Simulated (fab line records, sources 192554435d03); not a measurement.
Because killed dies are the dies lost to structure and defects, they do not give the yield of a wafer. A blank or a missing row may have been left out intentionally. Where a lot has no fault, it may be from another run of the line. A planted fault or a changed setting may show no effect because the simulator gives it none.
One fault seen from 2 desks | flow n5_finfet | what lay behind the numbers comes last; until then each desk has only its own

## AT THE METROLOGY DESK
What the gauges read, lot by lot, whatever tool the lot ran on: means of the sampled wafers that have a number. A lot is out of limits, marked OUT, if its mean lies more than 4 standard deviations from the usual mean; the brackets give that distance. Readings shown: 7 of its 10, picked as those furthest out on some lot.
Columns: A = DIBL_N at N5_BEOL_M4_RC_MEAS_101, usual 36.3 mV/V; B = DIBL_P at N5_BEOL_M4_RC_MEAS_101, usual 36.2 mV/V; C = IOFF_P at N5_BEOL_M4_RC_MEAS_101, usual 0.21 nA/um; D = ION_P at N5_BEOL_M4_RC_MEAS_101, usual 465 uA/um; E = SS_N at N5_BEOL_M4_RC_MEAS_101, usual 71.5 mV/dec; F = VT_N at N5_BEOL_M4_RC_MEAS_101, usual 250 mV; G = VT_P at N5_BEOL_M4_RC_MEAS_101, usual -250 mV
lot  | first seen here | A    | B    | C    | D   | E    | F   | G
L501 | day 9 08:10     | 34.1 | 34.1 | 0.16 | 461 | 70.8 | 254 | -254
L502 | day 9 10:43     | 38.9 | 38.1 | 0.25 | 473 | 71.9 | 250 | -247
L503 | day 9 12:29     | 37.0 | 36.0 | 0.20 | 462 | 71.8 | 249 | -251
L506 | day 10 15:08    | 37.8 | 38.7 | 0.28 | 475 | 71.5 | 247 | -243
L507 | day 10 22:34    | 35.9 | 38.0 | 0.20 | 463 | 71.9 | 250 | -255
L509 | day 11 00:25    | 35.7 | 33.4 | 0.17 | 461 | 71.1 | 253 | -255
L510 | day 11 02:11    | 36.8 | 37.3 | 0.20 | 467 | 72.0 | 250 | -254
L515 | day 12 16:37    | 36.1 | 36.5 | 0.19 | 460 | 71.3 | 253 | -251
L518 | day 13 12:34    | 34.4 | 34.6 | 0.19 | 462 | 71.0 | 252 | -250
Finding of this desk: none of the 9 lots has anything out of limits.

## TOOL OWNER'S DESK, rie_diel-02
The tool's own readings at N5_HKMG_FIN_ETCH_67 (etches SOC in N2/H2, stops on TiN, target depth 388.9 nm): means of the sampled wafers that have a number, for each lot that ran on this tool. A lot is out of limits, marked OUT, if its mean lies more than 4 standard deviations from the usual mean; the brackets give that distance.
Columns: A = drypump_motor_current_A at N5_HKMG_FIN_ETCH_67, usual 5.7 A; B = n2_flow_sccm at N5_HKMG_FIN_ETCH_67, usual 200.0 sccm; C = oes_product_au at N5_HKMG_FIN_ETCH_67, usual 0.81 a.u.; D = rf_fwd_power_W at N5_HKMG_FIN_ETCH_67, usual 844.1 W; E = rf_vpp_V at N5_HKMG_FIN_ETCH_67, usual 241.3 V; F = showerhead_plenum_p_Torr at N5_HKMG_FIN_ETCH_67, usual 2.59 Torr; G = throttle_valve_pct at N5_HKMG_FIN_ETCH_67, usual 17.77 %
lot  | first seen here | A   | B     | C    | D               | E                | F    | G
L501 | day 5 07:05     | 5.7 | 200.0 | 0.69 | 846.9           | 241.2            | 2.57 | 17.83
L503 | day 5 18:14     | 5.4 | 200.2 | 0.73 | 843.8           | 239.9            | 2.53 | 17.78
L507 | day 6 18:05     | 5.2 | 199.7 | 0.78 | 842.9           | 241.2            | 2.59 | 17.59
L509 | day 7 08:07     | 5.9 | 199.6 | 0.90 | 847.2           | 240.7            | 2.53 | 17.84
L515 | day 8 16:45     | 5.4 | 200.6 | 0.85 | 978.2 (+46) OUT | 229.6 (-9.0) OUT | 2.55 | 17.68
Finding of this desk: L515 out of limits; the first was L515 at day 8 16:45, on rf_fwd_power_W at N5_HKMG_FIN_ETCH_67. Within limits: L501, L503, L507, L509.

## PUT TOGETHER
The tool owner's desk could have raised an alarm at day 8 16:45, on L515.
The metrology desk saw nothing out of limits.
The metrology desk has L515 on record, within its limits.
All the named lots went through N5_HKMG_FIN_ETCH_67 on rie_diel-02.

## WHAT THE SIMULATOR HAD PUT IN
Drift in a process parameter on rie_diel-02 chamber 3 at N5_HKMG_FIN_ETCH_67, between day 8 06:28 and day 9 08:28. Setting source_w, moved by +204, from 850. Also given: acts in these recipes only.
Struck lots among those shown: L515.
How many hours passed from the start of the fault until each desk's first out-of-limits reading: the tool owner's desk, 10.
